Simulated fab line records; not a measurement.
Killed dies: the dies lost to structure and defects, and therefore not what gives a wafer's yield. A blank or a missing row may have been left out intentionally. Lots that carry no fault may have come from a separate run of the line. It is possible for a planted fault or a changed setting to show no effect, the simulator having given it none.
What tool caused it?	flow nand_harc	Sampling: 12 lots, 36 wafers, 2 of 1302 route steps

## WHAT EACH GAUGE READ, for each wafer
NHARC_P_STI_INSPECT_25.
lot	measured	on	raw_defect_count
L075	day 4 11:44	defect_inspect-01	263 237 237
L077	day 5 10:55	defect_inspect-01	306 297 198
L079	day 6 08:26	defect_inspect-02	200 102 73
L081	day 7 04:15	defect_inspect-02	210 291 243
L083	day 8 02:01	defect_inspect-01	512 269 478
L085	day 8 15:49	defect_inspect-01	184 175 207
L087	day 9 08:08	defect_inspect-02	312 347 200
L089	day 10 06:18	defect_inspect-01	185 150 131
L091	day 11 07:46	defect_inspect-01	347 232 325
L093	day 11 20:34	defect_inspect-01	343 275 469
L095	day 12 17:26	defect_inspect-01	189 188 418
L097	day 13 12:59	defect_inspect-01	151 193 176

## WHICH TOOL RAN EACH LOT (tool, then ch and the chambers of the sampled wafers, then the start)
lot	NHARC_P_ZERO_WELL_DESCUM_54
L075	rie_diel-09 ch 0,1,3, day 2 12:04
L077	rie_diel-09 ch 0,1,3, day 3 09:37
L079	rie_diel-09 ch 0,1,2, day 4 04:10
L081	rie_diel-02 ch 1,2, day 5 00:07
L083	rie_diel-02 ch 1,2, day 5 19:55
L085	rie_diel-12 ch 1,3, day 6 15:59
L087	rie_diel-02 ch 1,2,3, day 7 13:01
L089	rie_diel-02 ch 0,1,3, day 8 08:05
L091	rie_diel-12 ch 0,1,3, day 9 03:43
L093	rie_diel-09 ch 1,3, day 10 00:05
L095	rie_diel-09 ch 1,2,3, day 10 20:14
L097	rie_diel-02 ch 0,1, day 11 16:17
- NHARC_P_ZERO_WELL_DESCUM_54: chemistry O2, time 3 s.

## THE ANSWER, worked out from the rows above alone
Rule: the usual values come from the lots themselves. The widest of any qualifying gaps counts: lots, ordered by their means at a reading, are off when they make up no more than a third of the lots, leave a main group of 4 or more, and stand apart from it by 3 or more times the standard deviation of that group's means. A main group is skipped when, at the precision printed for the reading in the tables above, its means are all equal. Also off: a lot with no number at a reading for which 4 or more lots have one. All remaining lots with rows at the step are treated as sound.
Nothing can be told from this: no lot is off at any reading shown.

## WHAT THE SIMULATOR HAD PUT IN
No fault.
